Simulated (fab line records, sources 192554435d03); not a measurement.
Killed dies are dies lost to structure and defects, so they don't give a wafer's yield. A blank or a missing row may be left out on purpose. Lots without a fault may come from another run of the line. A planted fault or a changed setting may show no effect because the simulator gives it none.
Chamber matching | flow n5_finfet | N5_BEOL_M3_ETCH_74 on rie_diel-02: 4 sister chambers
The step etches underlayer in N2/H2, target depth 6.5 nm, time 5.2 s. 8 wafers are shown with their chamber, then 7 later ones without.

WAFERS WITH THEIR CHAMBER
wafer  | chamber | showerhead_plenum_p_Torr (Torr) | throttle_valve_pct (%)
L078.4 | 2       | 2.47                            | 17.84
L079.4 | 0       | 2.66                            | 17.65
L079.6 | 3       | 2.61                            | 17.93
L081.3 | 1       | 2.50                            | 18.25
L081.5 | 3       | 2.61                            | 17.92
L081.6 | 0       | 2.66                            | 17.65
L091.1 | 2       | 2.46                            | 17.86
L091.2 | 1       | 2.50                            | 17.82

WAFERS WITHOUT THEIR CHAMBER
wafer  | showerhead_plenum_p_Torr (Torr) | throttle_valve_pct (%)
L091.3 | 2.65                            | 17.69
L093.1 | 2.49                            | 17.83
L093.5 | 2.65                            | 17.67
L093.6 | 2.60                            | 17.98
L096.1 | 2.45                            | 17.91
L096.3 | 2.60                            | 17.56
L096.6 | 2.49                            | 17.84

WHICH CHAMBER EACH WENT THROUGH
wafer  | from the rows above | in truth
L091.3 | 0                   | 0
L093.1 | 1                   | 1
L093.5 | 0                   | 0
L093.6 | 3                   | 3
L096.1 | 2                   | 2
L096.3 | 3                   | 3
L096.6 | 1                   | 1
Placed correctly: 7 of 7. Can't be placed from these rows: 0. Placed wrongly: 0.
How it was worked out, from the rows above alone: a wafer's distance from a chamber is the root of the sum, over the readings, of the square of ((its reading less the chamber's mean) divided by the reading's scatter). The wafer belongs to the nearest chamber; if the next one is less than 2 further off, it can't be placed. A chamber's mean is the mean of its shown wafers. The scatter: the root of (the sum of the squares of (reading less its chamber's mean) over the shown wafers, divided by (wafers less chambers)).
